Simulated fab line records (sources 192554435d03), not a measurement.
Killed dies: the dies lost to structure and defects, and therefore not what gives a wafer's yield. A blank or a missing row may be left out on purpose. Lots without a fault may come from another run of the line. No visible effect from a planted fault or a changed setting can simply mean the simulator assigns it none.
Chamber matching :: flow n5-finfet :: N5_FIN_SAQP_HM_OPEN_33 on rie-diel-01 has 4 sister chambers
The step chemistry CH3F/O2, target SiNx, target depth 49.4 nm, time 70.6 s. 16 wafers are shown with their chamber, then 7 later ones without.

WAFERS WITH THEIR CHAMBER
wafer: L316.1
chamber: 3
drypump-motor-current-A (A): 5.2
showerhead-plenum-p-Torr (Torr): 1.97
throttle-valve-pct (%): 16.38

wafer: L316.3
chamber: 1
drypump-motor-current-A (A): 5.0
showerhead-plenum-p-Torr (Torr): 2.00
throttle-valve-pct (%): 16.17

wafer: L316.4
chamber: 0
drypump-motor-current-A (A): 4.9
showerhead-plenum-p-Torr (Torr): 1.94
throttle-valve-pct (%): 16.29

wafer: L319.5
chamber: 1
drypump-motor-current-A (A): 5.1
showerhead-plenum-p-Torr (Torr): 2.00
throttle-valve-pct (%): 16.18

wafer: L319.6
chamber: 2
drypump-motor-current-A (A): 6.4
showerhead-plenum-p-Torr (Torr): 2.06
throttle-valve-pct (%): 15.91

wafer: L320.4
chamber: 3
drypump-motor-current-A (A): 5.2
showerhead-plenum-p-Torr (Torr): 1.97
throttle-valve-pct (%): 16.39

wafer: L320.5
chamber: 0
drypump-motor-current-A (A): 4.9
showerhead-plenum-p-Torr (Torr): 1.94
throttle-valve-pct (%): 16.31

wafer: L320.6
chamber: 3
drypump-motor-current-A (A): 5.2
showerhead-plenum-p-Torr (Torr): 1.97
throttle-valve-pct (%): 16.38

wafer: L322.3
chamber: 1
drypump-motor-current-A (A): 5.1
showerhead-plenum-p-Torr (Torr): 2.00
throttle-valve-pct (%): 16.18

wafer: L322.4
chamber: 0
drypump-motor-current-A (A): 4.9
showerhead-plenum-p-Torr (Torr): 1.94
throttle-valve-pct (%): 16.33

wafer: L322.5
chamber: 1
drypump-motor-current-A (A): 5.1
showerhead-plenum-p-Torr (Torr): 2.00
throttle-valve-pct (%): 16.19

wafer: L329.3
chamber: 3
drypump-motor-current-A (A): 5.2
showerhead-plenum-p-Torr (Torr): 1.97
throttle-valve-pct (%): 16.43

wafer: L329.5
chamber: 0
drypump-motor-current-A (A): 4.9
showerhead-plenum-p-Torr (Torr): 1.94
throttle-valve-pct (%): 16.35

wafer: L329.6
chamber: 3
drypump-motor-current-A (A): 5.2
showerhead-plenum-p-Torr (Torr): 1.97
throttle-valve-pct (%): 16.43

wafer: L333.1
chamber: 1
drypump-motor-current-A (A): 5.1
showerhead-plenum-p-Torr (Torr): 1.99
throttle-valve-pct (%): 16.23

wafer: L333.4
chamber: 3
drypump-motor-current-A (A): 5.2
showerhead-plenum-p-Torr (Torr): 1.96
throttle-valve-pct (%): 16.46

SIGNATURES (averages over the wafers above)
reading: drypump-motor-current-A
chamber 0: 4.900
chamber 1: 5.080
chamber 2: 6.400
chamber 3: 5.200
scatter within a chamber: 0.0258

reading: showerhead-plenum-p-Torr
chamber 0: 1.9400
chamber 1: 1.9980
chamber 2: 2.0600
chamber 3: 1.9683
scatter within a chamber: 0.00369

reading: throttle-valve-pct
chamber 0: 16.3200
chamber 1: 16.1900
chamber 2: 15.9100
chamber 3: 16.4117
scatter within a chamber: 0.0284
Rule: for a wafer and a chamber, the distance is found by dividing, reading by reading, the gap between the wafer's reading and the chamber's mean by the reading's scatter, squaring, summing and taking the root. If the next closest chamber is less than 2 further off than the closest, the wafer can't be placed; otherwise it belongs to the closest. How the scatter is found: for the shown wafers, subtract from each reading the mean of its chamber, square and add these, divide the total by (wafers less chambers), then take the root.

WAFERS WITH NO CHAMBER GIVEN
wafer: L333.5
drypump-motor-current-A (A): 6.4
showerhead-plenum-p-Torr (Torr): 2.04
throttle-valve-pct (%): 15.97

wafer: L334.1
drypump-motor-current-A (A): 5.1
showerhead-plenum-p-Torr (Torr): 1.99
throttle-valve-pct (%): 16.24

wafer: L334.2
drypump-motor-current-A (A): 5.2
showerhead-plenum-p-Torr (Torr): 1.96
throttle-valve-pct (%): 16.45

wafer: L334.5
drypump-motor-current-A (A): 5.1
showerhead-plenum-p-Torr (Torr): 1.99
throttle-valve-pct (%): 16.23

wafer: L335.2
drypump-motor-current-A (A): 6.5
showerhead-plenum-p-Torr (Torr): 2.04
throttle-valve-pct (%): 15.98

wafer: L335.3
drypump-motor-current-A (A): 4.9
showerhead-plenum-p-Torr (Torr): 1.93
throttle-valve-pct (%): 16.38

wafer: L335.5
drypump-motor-current-A (A): 5.2
showerhead-plenum-p-Torr (Torr): 1.96
throttle-valve-pct (%): 16.47

EACH ONE'S CHAMBER
wafer: L333.5
from the rows above: 2
in truth: 2

wafer: L334.1
from the rows above: 1
in truth: 1

wafer: L334.2
from the rows above: 3
in truth: 3

wafer: L334.5
from the rows above: 1
in truth: 1

wafer: L335.2
from the rows above: 2
in truth: 2

wafer: L335.3
from the rows above: 0
in truth: 0

wafer: L335.5
from the rows above: 3
in truth: 3
Correctly placed: 7 of 7. Can't be placed from these rows: 0. 0 placed wrongly.
